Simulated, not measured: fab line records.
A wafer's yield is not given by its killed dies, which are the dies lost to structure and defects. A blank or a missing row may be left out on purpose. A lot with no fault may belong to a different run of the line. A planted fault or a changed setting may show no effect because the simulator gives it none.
fab line records ; flow n5Finfet
record: lots: 7; wafers: 21
route steps=1938 shown PMOS_HMC_CHANNEL_EPI@62 FIN_CUT@169 DUMMY_GATE@222 SD_EPI_N@279
startH: hours from the record's first day to the start of the lot's first wafer shown ; waitH: how many hours have passed since the lot's step before this one ; " identical to the entry in the row above ; L1.1+2: one row covering several wafers at once ; - no value, or no start given ; * or withheld: withheld ; < > ~ a bound
route shown NAME@n: a module of which the file shows steps, and the number in the route of the first ; usual: mean/standard deviation taken from wafers without a fault ; same: alike in all rows ; chamber/n: place in a boat ; sites: each site's reading ; _std_site: standard deviation of those values ; _edge_site: mean of outer sites minus mean of inner sites ; radiusMm: for every site, how far away it sits from the centre of the wafer ; mask NAME#n: copy n ; behind: tool/chamber where the wafer was last shaped ; hold: cause of the lot's hold/its duration in hours/its outcome ; device: names the non-switching transistor (n, p or np) ; end of line: at the end of the route, the tests of the same wafers ; for a step that has no rows: nothing shown but its recipe ; killed: not the wafer's yield, but the dies lost to structure and defects at the first sort ; map: a wafer's dies, marking killed ones x, the rest . and places with no die _
set.NAME: the run value of the setting; set.NAME@STEP: its run value at that earlier step ; model.NAME: the simulator's own value behind a step, which no gauge read
lots where settings were altered on purpose, with a table for each step and a row for each wafer
== steps ==
step: N5_PMOS_HMC_CHANNEL_EPI_EXPOSE_06
recipe: maskId: PMOS_HMC_BLK; na: 1.35; sourceShape: conventional; sigmaOuter: 0.8; polarization: unpolarized; targetCdNm: 240; doseMj: 41
lot.wafer;tool;chamber;startH;waitH;mask;set.doseMj
L074.1+3;arfiScanner-02;0;17.20;-;PMOS_HMC_BLK#0;41
L074.2;arfiScanner-02;0;17.20;-;PMOS_HMC_BLK#0;39.29
L077.3+4+5;arfiScanner-02;0;35.02;-;PMOS_HMC_BLK#0;41
L078.2+4+5;arfiScanner-03;0;41.79;-;PMOS_HMC_BLK#0;41
L081.3+4+5;arfiScanner-02;0;59.61;-;PMOS_HMC_BLK#0;41
L084.1+4+5;arfiScanner-03;0;77.17;-;PMOS_HMC_BLK#0;41
L087.1+3+4;arfiScanner-03;0;95.35;-;PMOS_HMC_BLK#0;41
L094.3;arfiScanner-03;0;137.70;-;PMOS_HMC_BLK#0;39.29
L094.4+6;arfiScanner-03;0;137.70;-;PMOS_HMC_BLK#0;41
step: N5_PMOS_HMC_CHANNEL_EPI_PEB_07
recipe: pebTempC: 110; pebTimeS: 60; resist: CAR-ArF-block
lot.wafer;tool;chamber;startH;waitH;set.pebTempC
L074.1;lithoTrack-03;0;17.26;0.1;111.9
L074.2+3;lithoTrack-03;0;17.26;0.1;110
L077.3+5;lithoTrack-03;0;35.07;0.0;107.7
L077.4;lithoTrack-03;0;35.07;0.0;110
L078.2+5;lithoTrack-03;0;41.85;0.0;107.1
L078.4;lithoTrack-03;0;41.85;0.0;110
L081.3+5;lithoTrack-02;0;59.66;0.0;111.5
L081.4;lithoTrack-02;0;59.66;0.0;110
L084.1+4+5;lithoTrack-03;0;77.22;0.1;110
L087.1+4;lithoTrack-02;0;95.40;0.1;111.1
L087.3;lithoTrack-02;0;95.40;0.1;110
L094.3+4+6;lithoTrack-03;0;137.75;0.0;110
step: N5_PMOS_HMC_CHANNEL_EPI_DEVELOP_08
recipe: developTimeS: 30; developer: TMAH; resist: CAR-ArF-block; devTempC: 23; rinseLiquid: diw; dry: airSpin
step: N5_PMOS_HMC_CHANNEL_EPI_CD_MEAS_09
recipe: targetCdNm: 237.4; landingEnergyEv: 500; detector: seInlens
usual: cdNm: 236.8/0.82
lot.wafer;tool;chamber;startH;waitH;set.pebTempC@PMOS_HMC_CHANNEL_EPI_PEB_07;cdNm
L074.1;cdSem-03;0;17.32;-;111.9;240.6
L074.2;cdSem-03;0;17.32;-;110;233.4
L074.3;cdSem-03;0;17.32;-;110;236.4
L077.3;cdSem-03;0;35.14;-;107.7;229.6
L077.4;cdSem-03;0;35.14;-;110;237.0
L077.5;cdSem-03;0;35.14;-;107.7;229.7
L078.2;cdSem-01;0;41.91;-;107.1;227.1
L078.4;cdSem-01;0;41.91;-;110;236.5
L078.5;cdSem-01;0;41.91;-;107.1;227.3
L081.3;cdSem-02;0;59.72;-;111.5;239.8
L081.4;cdSem-02;0;59.72;-;110;234.8
L081.5;cdSem-02;0;59.72;-;111.5;238.5
L084.1;cdSem-02;0;77.29;-;110;236.0
L084.4;cdSem-02;0;77.29;-;110;236.7
L084.5;cdSem-02;0;77.29;-;110;236.9
L087.1;cdSem-03;0;95.47;-;111.1;239.5
L087.3;cdSem-03;0;95.47;-;110;235.4
L087.4;cdSem-03;0;95.47;-;111.1;239.4
L094.3;cdSem-02;0;137.82;-;110;232.8
L094.4;cdSem-02;0;137.82;-;110;236.5
L094.6;cdSem-02;0;137.82;-;110;235.9
step: N5_PMOS_HMC_CHANNEL_EPI_DESCUM_14
recipe: chemistry: O2; timeS: 7.9; sourcePowerW: 50; biasPowerW: 20; pressureMtorr: 20; rfFrequencyHz: 2.712e+07; tempC: 40; resist: CAR-ArF-block; o2FlowSccm: 225
lot.wafer;tool;chamber;startH;waitH;set.pebTempC@PMOS_HMC_CHANNEL_EPI_PEB_07;model.PMOS_HMC_CHANNEL_EPI.cdNm
L074.1;rieDiel-04;3;17.41;0.0;111.9;240.6
L074.2;rieDiel-04;2;17.41;0.0;110;233.3
L074.3;rieDiel-04;1;17.41;0.0;110;236.1
L077.3;rieDiel-03;1;35.22;0.0;107.7;229.4
L077.4;rieDiel-03;2;35.22;0.0;110;237.1
L077.5;rieDiel-03;0;35.22;0.0;107.7;229.5
L078.2+5;rieDiel-02;3,2;42.17;0.2;107.1;227.4
L078.4;rieDiel-02;1;42.17;0.2;110;236.3
L081.3;rieDiel-04;2;59.81;0.0;111.5;240.1
L081.4;rieDiel-04;1;59.81;0.0;110;234.9
L081.5;rieDiel-04;1;59.81;0.0;111.5;238.3
L084.1;rieDiel-02;1;77.38;0.0;110;235.9
L084.4;rieDiel-02;0;77.38;0.0;110;237.1
L084.5;rieDiel-02;2;77.38;0.0;110;236.5
L087.1;rieDiel-04;1;95.56;0.0;111.1;239.7
L087.3;rieDiel-04;2;95.56;0.0;110;235.2
L087.4;rieDiel-04;0;95.56;0.0;111.1;239.3
L094.3;rieDiel-02;1;137.90;0.0;110;232.7
L094.4;rieDiel-02;3;137.90;0.0;110;236.5
L094.6;rieDiel-02;3;137.90;0.0;110;236.1
step: N5_PMOS_HMC_CHANNEL_EPI_ETCH_32
recipe: chemistry: N2/H2; target: BARC; stopOn: SiO2; targetDepthA: 858; overEtchFrac: 0.3; timeS: 50.3; ionEnergyEv: 200; maskMaterial: CAR-ArF-block; pressureMtorr: 30; sourceW: 840; biasW: 150; n2FlowSccm: 200; h2FlowSccm: 200
lot.wafer;tool;chamber;startH;waitH;set.doseMj@PMOS_HMC_CHANNEL_EPI_EXPOSE_06;set.pebTempC@PMOS_HMC_CHANNEL_EPI_PEB_07;model.PMOS_HMC_CHANNEL_EPI.cdNm
L074.1;rieDiel-04;3;17.45;0.0;41;111.9;244
L074.2;rieDiel-04;2;17.45;0.0;39.29;110;235.5
L074.3;rieDiel-04;1;17.45;0.0;41;110;239
L077.3+5;rieDiel-03;1,0;35.26;0.0;41;107.7;232.4
L077.4;rieDiel-03;2;35.26;0.0;41;110;238.6
L078.2;rieDiel-02;3;42.21;0.0;41;107.1;229.8
L078.4;rieDiel-02;1;42.21;0.0;41;110;238.8
L078.5;rieDiel-02;2;42.21;0.0;41;107.1;230
L081.3;rieDiel-04;2;59.84;0.0;41;111.5;242.4
L081.4;rieDiel-04;1;59.84;0.0;41;110;237.3
L081.5;rieDiel-04;1;59.84;0.0;41;111.5;240.2
L084.1;rieDiel-02;1;77.41;0.0;41;110;238.1
L084.4;rieDiel-02;0;77.41;0.0;41;110;239.3
L084.5;rieDiel-02;2;77.41;0.0;41;110;238.6
L087.1;rieDiel-04;1;95.60;0.0;41;111.1;241.8
L087.3;rieDiel-04;2;95.60;0.0;41;110;237.5
L087.4;rieDiel-04;0;95.60;0.0;41;111.1;242.4
L094.3;rieDiel-02;1;137.94;0.0;39.29;110;235
L094.4;rieDiel-02;3;137.94;0.0;41;110;238.7
L094.6;rieDiel-02;3;137.94;0.0;41;110;238.5
step: N5_PMOS_HMC_CHANNEL_EPI_HM_OPEN_15
recipe: chemistry: CHF3/O2; target: SiO2; maskMaterial: CAR-ArF-block; targetDepthA: 406; CHF3_flow_sccm: 50; O2_flow_sccm: 5; Ar_flow_sccm: 200; timeS: 20.3; pressureMtorr: 30; sourceW: 650; biasW: 170; ionEnergyEv: 200
lot.wafer;tool;chamber;startH;waitH;set.doseMj@PMOS_HMC_CHANNEL_EPI_EXPOSE_06;set.pebTempC@PMOS_HMC_CHANNEL_EPI_PEB_07;model.PMOS_HMC_CHANNEL_EPI.cdNm
L074.1;rieDiel-04;3;17.49;0.0;41;111.9;244.1
L074.2;rieDiel-04;2;17.49;0.0;39.29;110;235.5
L074.3;rieDiel-04;1;17.49;0.0;41;110;238.9
L077.3;rieDiel-03;1;35.30;0.0;41;107.7;232.4
L077.4;rieDiel-03;2;35.30;0.0;41;110;238.6
L077.5;rieDiel-03;0;35.30;0.0;41;107.7;232.5
L078.2;rieDiel-02;3;42.25;0.0;41;107.1;229.8
L078.4;rieDiel-02;1;42.25;0.0;41;110;238.9
L078.5;rieDiel-02;2;42.25;0.0;41;107.1;229.9
L081.3;rieDiel-04;2;59.89;0.0;41;111.5;242.3
L081.4;rieDiel-04;1;59.89;0.0;41;110;237.2
L081.5;rieDiel-04;1;59.89;0.0;41;111.5;240.2
L084.1;rieDiel-02;1;77.46;0.0;41;110;238.1
L084.4;rieDiel-02;0;77.46;0.0;41;110;239.3
L084.5;rieDiel-02;2;77.46;0.0;41;110;238.6
L087.1;rieDiel-04;1;95.64;0.0;41;111.1;241.8
L087.3;rieDiel-04;2;95.64;0.0;41;110;237.4
L087.4;rieDiel-04;0;95.64;0.0;41;111.1;242.3
L094.3;rieDiel-02;1;137.98;0.0;39.29;110;235.1
L094.4;rieDiel-02;3;137.98;0.0;41;110;238.8
L094.6;rieDiel-02;3;137.98;0.0;41;110;238.6
step: N5_PMOS_HMC_CHANNEL_EPI_STRIP_33
recipe: chemistry: N2/H2; powerW: 500; tempC: 40; pressureMtorr: 50; rfFrequencyHz: 6e+07; overashFraction: 0.3; biasPowerW: 8; h2Frac: 0.5; n2FlowSccm: 300; h2FlowSccm: 300
step: N5_PMOS_HMC_CHANNEL_EPI_STRIP_17
recipe: chemistry: SPM; timeS: 750; tempC: 130; h2so4H2o2VolRatio: 4; dry: ipaMarangoni
step: N5_PMOS_HMC_CHANNEL_EPI_ETCH_38
recipe: chemistry: CF4; target: SiO2; targetDepthA: 15; ionEnergyEv: 350; pressureMtorr: 10; icpW: 800; biasW: 400; cf4FlowSccm: 80
lot.wafer;tool;chamber;startH;waitH;set.doseMj@PMOS_HMC_CHANNEL_EPI_EXPOSE_06;set.pebTempC@PMOS_HMC_CHANNEL_EPI_PEB_07;model.PMOS_HMC_CHANNEL_EPI.cdNm
L074.1;rieSi-02;3;17.85;0.0;41;111.9;244
L074.2;rieSi-02;0;17.85;0.0;39.29;110;235.5
L074.3;rieSi-02;1;17.85;0.0;41;110;238.9
L077.3;rieSi-02;2;35.66;0.0;41;107.7;232.5
L077.4;rieSi-02;3;35.66;0.0;41;110;238.7
L077.5;rieSi-02;3;35.66;0.0;41;107.7;232.6
L078.2;rieSi-03;0;42.61;0.0;41;107.1;229.8
L078.4;rieSi-03;1;42.61;0.0;41;110;238.8
L078.5;rieSi-03;3;42.61;0.0;41;107.1;230
L081.3;rieSi-05;3;60.26;0.0;41;111.5;242.2
L081.4;rieSi-05;0;60.26;0.0;41;110;237.1
L081.5;rieSi-05;3;60.26;0.0;41;111.5;240.1
L084.1;rieSi-05;2;77.82;0.0;41;110;238.1
L084.4;rieSi-05;3;77.82;0.0;41;110;239.3
L084.5;rieSi-05;3;77.82;0.0;41;110;238.5
L087.1;rieSi-02;1;96.00;0.0;41;111.1;241.8
L087.3;rieSi-02;2;96.00;0.0;41;110;237.4
L087.4;rieSi-02;0;96.00;0.0;41;111.1;242.4
L094.3;rieSi-03;1;138.34;0.0;39.29;110;235
L094.4;rieSi-03;2;138.34;0.0;41;110;238.8
L094.6;rieSi-03;1;138.34;0.0;41;110;238.5
step: N5_PMOS_HMC_CHANNEL_EPI_FIN_RECESS_16
recipe: chemistry: HBr/Cl2; target: Si; maskMaterial: SiO2; targetDepthA: 540; timeS: 18; pressureMtorr: 10; icpW: 800; biasW: 75; HBr_flow_sccm: 150; Cl2_flow_sccm: 80
lot.wafer;tool;chamber;startH;waitH;set.doseMj@PMOS_HMC_CHANNEL_EPI_EXPOSE_06;set.pebTempC@PMOS_HMC_CHANNEL_EPI_PEB_07;model.PMOS_HMC_CHANNEL_EPI.cdNm
L074.1;rieSi-02;3;17.87;0.0;41;111.9;244.1
L074.2;rieSi-02;0;17.87;0.0;39.29;110;235.5
L074.3;rieSi-02;1;17.87;0.0;41;110;239
L077.3;rieSi-02;2;35.68;0.0;41;107.7;232.5
L077.4;rieSi-02;3;35.68;0.0;41;110;238.8
L077.5;rieSi-02;3;35.68;0.0;41;107.7;232.7
L078.2+5;rieSi-03;0,3;42.63;0.0;41;107.1;229.9
L078.4;rieSi-03;1;42.63;0.0;41;110;238.9
L081.3;rieSi-05;3;60.28;0.0;41;111.5;242.2
L081.4;rieSi-05;0;60.28;0.0;41;110;237.2
L081.5;rieSi-05;3;60.28;0.0;41;111.5;240.1
L084.1;rieSi-05;2;77.84;0.0;41;110;238
L084.4;rieSi-05;3;77.84;0.0;41;110;239.2
L084.5;rieSi-05;3;77.84;0.0;41;110;238.5
L087.1;rieSi-02;1;96.02;0.0;41;111.1;241.9
L087.3;rieSi-02;2;96.02;0.0;41;110;237.4
L087.4;rieSi-02;0;96.02;0.0;41;111.1;242.3
L094.3;rieSi-03;1;138.36;0.0;39.29;110;235.1
L094.4;rieSi-03;2;138.36;0.0;41;110;238.8
L094.6;rieSi-03;1;138.36;0.0;41;110;238.5
step: N5_FIN_CUT_ETCH_21
recipe: chemistry: N2/H2; target: SOC; targetDepthA: 2190; overetchA: 438; maskMaterial: SiARC; tempC: 40; ionEnergyEv: 100; biasW: 61; timeS: 523.5; pressureMtorr: 30; sourceW: 850; n2FlowSccm: 200; h2FlowSccm: 200
lot.wafer;tool;chamber;startH;waitH;set.timeS;model.SiARC_of_FIN_CUT_COAT_19.thkNm
L074.1+3;rieDiel-03;1,3;27.44;0.0;523.5;12
L074.2;rieDiel-03;0;27.44;0.0;565;11.4
L077.3+4+5;rieDiel-03;2,0,2;51.74;0.0;523.5;12.2
L078.2;rieDiel-02;0;56.42;0.0;523.5;11.8
L078.4;rieDiel-02;3;56.42;0.0;523.5;12
L078.5;rieDiel-02;0;56.42;0.0;463.1;13
L081.3;rieDiel-02;2;70.86;0.0;523.5;12
L081.4;rieDiel-02;1;70.86;0.0;523.5;11.6
L081.5;rieDiel-02;0;70.86;0.0;523.5;11.8
L084.1+4;rieDiel-02;0;87.55;0.0;523.5;11.8
L084.5;rieDiel-02;3;87.55;0.0;523.5;11.6
L087.1;rieDiel-03;1;106.48;0.0;604.8;10.8
L087.3+4;rieDiel-03;0,2;106.48;0.0;523.5;12
L094.3+6;rieDiel-02;1;149.90;0.0;523.5;11.8
L094.4;rieDiel-02;3;149.90;0.0;523.5;11.6
step: N5_DUMMY_GATE_COAT_34
recipe: resist: SOC; tempC: 250; timeS: 60; spinRpm: 1500; resistThkNm: 60
lot.wafer;tool;chamber;startH;waitH;set.spinRpm;model.SOC_of_DUMMY_GATE_COAT_34.thkNm
L074.1;lithoTrack-02;0;46.36;0.0;1500;59.8
L074.2;lithoTrack-02;0;46.36;0.0;1566;58.6
L074.3;lithoTrack-02;0;46.36;0.0;1566;58.4
L077.3+4;lithoTrack-02;0;72.63;0.0;1560;58.8
L077.5;lithoTrack-02;0;72.63;0.0;1500;60
L078.2;lithoTrack-02;0;76.54;0.0;1500;60
L078.4+5;lithoTrack-02;0;76.54;0.0;1666;57
L081.3;lithoTrack-03;0;89.15;0.0;1500;60.2
L081.4;lithoTrack-03;0;89.15;0.0;1500;60
L081.5;lithoTrack-03;0;89.15;0.0;1341;63.4
L084.1;lithoTrack-04;0;106.10;0.0;1500;59.8
L084.4;lithoTrack-04;0;106.10;0.0;1500;60.2
L084.5;lithoTrack-04;0;106.10;0.0;1500;60
L087.1+3;lithoTrack-04;0;124.27;0.0;1558;59
L087.4;lithoTrack-04;0;124.27;0.0;1500;60
L094.3;lithoTrack-03;0;172.70;0.0;1662;56.8
L094.4;lithoTrack-03;0;172.70;0.0;1662;57
L094.6;lithoTrack-03;0;172.70;0.0;1500;59.8
step: N5_DUMMY_GATE_COAT_09
recipe: resist: CAR-EUV; spinRpm: 1500; resistThkNm: 30
lot.wafer;tool;chamber;startH;waitH;set.spinRpm;model.CAR-EUV_of_DUMMY_GATE_COAT_09.thkNm
L074.1;lithoTrack-02;0;-;-;1433;30.8
L074.2;lithoTrack-02;0;-;-;1500;30
L074.3;lithoTrack-02;0;-;-;1433;30.6
L077.3+4+5;lithoTrack-02;0;-;-;1500;30
L078.2+4+5;lithoTrack-02;0;-;-;1500;30
L081.3;lithoTrack-03;0;-;-;1500;30
L081.4+5;lithoTrack-03;0;-;-;1644;28.8
L084.1+4;lithoTrack-04;0;-;-;1500;30.2
L084.5;lithoTrack-04;0;-;-;1500;30
L087.1;lithoTrack-04;0;-;-;1354;31.6
L087.3+4;lithoTrack-04;0;-;-;1500;30
L094.3;lithoTrack-03;0;-;-;1500;30
L094.4+6;lithoTrack-03;0;-;-;1559;29.4
step: N5_DUMMY_GATE_EBR_11
recipe: solvent: PGMEA; ebrWidthMm: 1.5
step: N5_DUMMY_GATE_SOFTBAKE_10
recipe: tempC: 110; timeS: 60; resist: CAR-EUV
step: N5_DUMMY_GATE_DESCUM_20
recipe: chemistry: O2; timeS: 6.2; sourcePowerW: 50; biasPowerW: 20; pressureMtorr: 20; rfFrequencyHz: 2.712e+07; tempC: 40; resist: CAR-EUV; o2FlowSccm: 225
lot.wafer;tool;chamber;startH;waitH;set.spinRpm@DUMMY_GATE_COAT_09;model.CAR-EUV_of_DUMMY_GATE_COAT_09.thkNm
L074.1+3;rieDiel-04;1,2;46.76;0.0;1433;27.2
L074.2;rieDiel-04;0;46.76;0.0;1500;26.4
L077.3+4+5;rieDiel-02;1,2,0;73.03;0.0;1500;26.4
L078.2;rieDiel-04;3;77.06;0.0;1500;26.4
L078.4+5;rieDiel-04;1,3;77.06;0.0;1500;26.6
L081.3;rieDiel-04;0;89.67;0.0;1500;26.4
L081.4+5;rieDiel-04;2,3;89.67;0.0;1644;25.2
L084.1+4;rieDiel-04;2,0;106.50;0.0;1500;26.6
L084.5;rieDiel-04;3;106.50;0.0;1500;26.4
L087.1;rieDiel-03;2;124.79;0.0;1354;28
L087.3+4;rieDiel-03;1,0;124.79;0.0;1500;26.6
L094.3;rieDiel-02;1;173.34;0.1;1500;26.4
L094.4+6;rieDiel-02;3,1;173.34;0.1;1559;25.8
step: N5_DUMMY_GATE_ETCH_29
recipe: chemistry: N2/H2; target: underlayer; targetDepthA: 130; ionEnergyEv: 200; pressureMtorr: 30; sourceW: 840; biasW: 150; n2FlowSccm: 200; h2FlowSccm: 200
lot.wafer;tool;chamber;startH;waitH;set.spinRpm@DUMMY_GATE_COAT_09;model.CAR-EUV_of_DUMMY_GATE_COAT_09.thkNm
L074.1;rieDiel-04;1;46.82;0.0;1433;19.8
L074.2;rieDiel-04;0;46.82;0.0;1500;19
L074.3;rieDiel-04;2;46.82;0.0;1433;19.6
L077.3+5;rieDiel-02;1,0;73.09;0.0;1500;18.8
L077.4;rieDiel-02;2;73.09;0.0;1500;19
L078.2+5;rieDiel-04;3;77.13;0.0;1500;18.8
L078.4;rieDiel-04;1;77.13;0.0;1500;19.2
L081.3;rieDiel-04;0;89.74;0.0;1500;19
L081.4;rieDiel-04;2;89.74;0.0;1644;17.6
L081.5;rieDiel-04;3;89.74;0.0;1644;17.4
L084.1;rieDiel-04;2;106.57;0.0;1500;19
L084.4;rieDiel-04;0;106.57;0.0;1500;19.2
L084.5;rieDiel-04;3;106.57;0.0;1500;18.8
L087.1;rieDiel-03;2;124.86;0.0;1354;20.8
L087.3;rieDiel-03;1;124.86;0.0;1500;19
L087.4;rieDiel-03;0;124.86;0.0;1500;19.2
L094.3;rieDiel-02;1;173.40;0.0;1500;18.8
L094.4+6;rieDiel-02;3,1;173.40;0.0;1559;18.2
step: N5_DUMMY_GATE_ETCH_36
recipe: chemistry: CF4; target: SiARC; targetDepthA: 130; pressureMtorr: 40; sourceW: 545; biasW: 36; Ar_flow_sccm: 100; cf4FlowSccm: 100; ionEnergyEv: 80
lot.wafer;tool;chamber;startH;waitH;set.spinRpm@DUMMY_GATE_COAT_09;model.CAR-EUV_of_DUMMY_GATE_COAT_09.thkNm
L074.1;rieDiel-04;1;46.86;0.0;1433;12.4
L074.2;rieDiel-04;0;46.86;0.0;1500;11.4
L074.3;rieDiel-04;2;46.86;0.0;1433;12
L077.3;rieDiel-02;1;73.13;0.0;1500;11
L077.4;rieDiel-02;2;73.13;0.0;1500;11.6
L077.5;rieDiel-02;0;73.13;0.0;1500;11.4
L078.2+5;rieDiel-04;3;77.17;0.0;1500;11.2
L078.4;rieDiel-04;1;77.17;0.0;1500;11.8
L081.3;rieDiel-04;0;89.78;0.0;1500;11.4
L081.4;rieDiel-04;2;89.78;0.0;1644;10
L081.5;rieDiel-04;3;89.78;0.0;1644;9.8
L084.1;rieDiel-04;2;106.61;0.0;1500;11.6
L084.4;rieDiel-04;0;106.61;0.0;1500;11.8
L084.5;rieDiel-04;3;106.61;0.0;1500;11.2
L087.1;rieDiel-03;2;124.90;0.0;1354;13.4
L087.3;rieDiel-03;1;124.90;0.0;1500;11.4
L087.4;rieDiel-03;0;124.90;0.0;1500;11.8
L094.3;rieDiel-02;1;173.44;0.0;1500;11
L094.4+6;rieDiel-02;3,1;173.44;0.0;1559;10.4
step: N5_DUMMY_GATE_ETCH_37
recipe: chemistry: N2/H2; target: SOC; targetDepthA: 600; overetchA: 300; tempC: 40; ionEnergyEv: 200; pressureMtorr: 30; sourceW: 840; biasW: 150; n2FlowSccm: 200; h2FlowSccm: 200
lot.wafer;tool;chamber;startH;waitH;set.spinRpm@DUMMY_GATE_COAT_34;model.etch.depthNm
L074.1;rieDiel-04;1;46.90;0.0;1500;59.83
L074.2;rieDiel-04;0;46.90;0.0;1566;58.6
L074.3;rieDiel-04;2;46.90;0.0;1566;58.4
L077.3;rieDiel-02;1;73.17;0.0;1560;58.7
L077.4;rieDiel-02;2;73.17;0.0;1560;58.9
L077.5;rieDiel-02;0;73.17;0.0;1500;60.03
L078.2;rieDiel-04;3;77.21;0.0;1500;60.06
L078.4;rieDiel-04;1;77.21;0.0;1666;57.07
L078.5;rieDiel-04;3;77.21;0.0;1666;56.91
L081.3;rieDiel-04;0;89.82;0.0;1500;60.13
L081.4;rieDiel-04;2;89.82;0.0;1500;59.99
L081.5;rieDiel-04;3;89.82;0.0;1341;63.42
L084.1;rieDiel-04;2;106.65;0.0;1500;59.8
L084.4;rieDiel-04;0;106.65;0.0;1500;60.11
L084.5;rieDiel-04;3;106.65;0.0;1500;59.97
L087.1;rieDiel-03;2;124.94;0.0;1558;59.01
L087.3;rieDiel-03;1;124.94;0.0;1558;59.03
L087.4;rieDiel-03;0;124.94;0.0;1500;60.1
L094.3;rieDiel-02;1;173.48;0.0;1662;56.75
L094.4;rieDiel-02;3;173.48;0.0;1662;56.98
L094.6;rieDiel-02;1;173.48;0.0;1500;59.78
step: N5_SD_EPI_N_ETCH_16
recipe: chemistry: CHF3/O2; target: SiO2; targetDepthA: 50; maskMaterial: SOC; pressureMtorr: 30; sourceW: 650; biasW: 170; Ar_flow_sccm: 200; CHF3_flow_sccm: 50; O2_flow_sccm: 5; ionEnergyEv: 200
lot.wafer;tool;chamber;startH;waitH;set.targetDepthA;model.etch.depthNm
L074.1;rieDiel-05;0;52.51;0.1;50;4.905
L074.2;rieDiel-05;3;52.51;0.1;55.96;5.544
L074.3;rieDiel-05;1;52.51;0.1;55.96;5.565
L077.3;rieDiel-06;0;76.22;0.1;51.64;5.005
L077.4;rieDiel-06;3;76.22;0.1;51.64;5.092
L077.5;rieDiel-06;2;76.22;0.1;50;5.011
L078.2;rieDiel-06;2;80.10;0.1;52.92;5.286
L078.4;rieDiel-06;3;80.10;0.1;50;4.987
L078.5;rieDiel-06;1;80.10;0.1;50;5.027
L081.3;rieDiel-06;2;92.40;0.1;50;4.992
L081.4;rieDiel-06;3;92.40;0.1;50;4.937
L081.5;rieDiel-06;1;92.40;0.1;50;5.019
L084.1;rieDiel-06;0;109.23;0.1;50;4.834
L084.4;rieDiel-06;2;109.23;0.1;50;5.105
L084.5;rieDiel-06;1;109.23;0.1;50;5.121
L087.1;rieDiel-06;2;127.67;0.1;50;5.12
L087.3;rieDiel-06;0;127.67;0.1;50;4.894
L087.4;rieDiel-06;3;127.67;0.1;55.13;5.514
L094.3;rieDiel-06;3;177.20;0.1;50;4.956
L094.4;rieDiel-06;0;177.20;0.1;50;4.841
L094.6;rieDiel-06;0;177.20;0.1;50;4.839
== key ==
split: step: N5_PMOS_HMC_CHANNEL_EPI_EXPOSE_06; setting: doseMj; stated: 41; by: wafer
response: step: N5_PMOS_HMC_CHANNEL_EPI_ETCH_32; reading: model.PMOS_HMC_CHANNEL_EPI.cdNm; slope: +0.816; per: 1%; togetherWith: pebTempC@PMOS_HMC_CHANNEL_EPI_PEB_07; explained: 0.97
response: step: N5_PMOS_HMC_CHANNEL_EPI_HM_OPEN_15; reading: model.PMOS_HMC_CHANNEL_EPI.cdNm; slope: +0.822; per: 1%; togetherWith: pebTempC@PMOS_HMC_CHANNEL_EPI_PEB_07; explained: 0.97
response: step: N5_PMOS_HMC_CHANNEL_EPI_ETCH_38; reading: model.PMOS_HMC_CHANNEL_EPI.cdNm; slope: +0.819; per: 1%; togetherWith: pebTempC@PMOS_HMC_CHANNEL_EPI_PEB_07; explained: 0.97
response: step: N5_PMOS_HMC_CHANNEL_EPI_FIN_RECESS_16; reading: model.PMOS_HMC_CHANNEL_EPI.cdNm; slope: +0.824; per: 1%; togetherWith: pebTempC@PMOS_HMC_CHANNEL_EPI_PEB_07; explained: 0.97
split: step: N5_PMOS_HMC_CHANNEL_EPI_PEB_07; setting: pebTempC; stated: 110; by: wafer
response: step: N5_PMOS_HMC_CHANNEL_EPI_CD_MEAS_09; reading: cdNm; change: +3.48; per: 1%; r: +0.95
response: step: N5_PMOS_HMC_CHANNEL_EPI_DESCUM_14; reading: model.PMOS_HMC_CHANNEL_EPI.cdNm; change: +3.49; per: 1%; r: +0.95
response: step: N5_PMOS_HMC_CHANNEL_EPI_ETCH_32; reading: model.PMOS_HMC_CHANNEL_EPI.cdNm; change: +3.39; per: 1%; r: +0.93
response: step: N5_PMOS_HMC_CHANNEL_EPI_HM_OPEN_15; reading: model.PMOS_HMC_CHANNEL_EPI.cdNm; slope: +3.24; per: 1%; togetherWith: doseMj@PMOS_HMC_CHANNEL_EPI_EXPOSE_06; explained: 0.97
response: step: N5_PMOS_HMC_CHANNEL_EPI_ETCH_38; reading: model.PMOS_HMC_CHANNEL_EPI.cdNm; slope: +3.23; per: 1%; togetherWith: doseMj@PMOS_HMC_CHANNEL_EPI_EXPOSE_06; explained: 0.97
response: step: N5_PMOS_HMC_CHANNEL_EPI_FIN_RECESS_16; reading: model.PMOS_HMC_CHANNEL_EPI.cdNm; slope: +3.24; per: 1%; togetherWith: doseMj@PMOS_HMC_CHANNEL_EPI_EXPOSE_06; explained: 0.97
split: step: N5_FIN_CUT_ETCH_21; setting: timeS; stated: 523.5; by: wafer
response: step: N5_FIN_CUT_ETCH_21; reading: model.SiARC_of_FIN_CUT_COAT_19.thkNm; change: -0.0825; per: 1%; r: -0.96
split: step: N5_DUMMY_GATE_COAT_34; setting: spinRpm; stated: 1500; by: wafer
response: step: N5_DUMMY_GATE_COAT_34; reading: model.SOC_of_DUMMY_GATE_COAT_34.thkNm; change: -0.283; per: 1%; r: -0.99
response: step: N5_DUMMY_GATE_ETCH_37; reading: model.etch.depthNm; change: -0.289; per: 1%; r: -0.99
split: step: N5_DUMMY_GATE_COAT_09; setting: spinRpm; stated: 1500; by: wafer
response: step: N5_DUMMY_GATE_COAT_09; reading: model.CAR-EUV_of_DUMMY_GATE_COAT_09.thkNm; change: -0.147; per: 1%; r: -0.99
response: step: N5_DUMMY_GATE_DESCUM_20; reading: model.CAR-EUV_of_DUMMY_GATE_COAT_09.thkNm; change: -0.14; per: 1%; r: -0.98
response: step: N5_DUMMY_GATE_ETCH_29; reading: model.CAR-EUV_of_DUMMY_GATE_COAT_09.thkNm; change: -0.164; per: 1%; r: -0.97
response: step: N5_DUMMY_GATE_ETCH_36; reading: model.CAR-EUV_of_DUMMY_GATE_COAT_09.thkNm; change: -0.17; per: 1%; r: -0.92
split: step: N5_SD_EPI_N_ETCH_16; setting: targetDepthA; stated: 50; by: wafer
response: step: N5_SD_EPI_N_ETCH_16; reading: model.etch.depthNm; change: +0.0503; per: 1%; r: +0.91
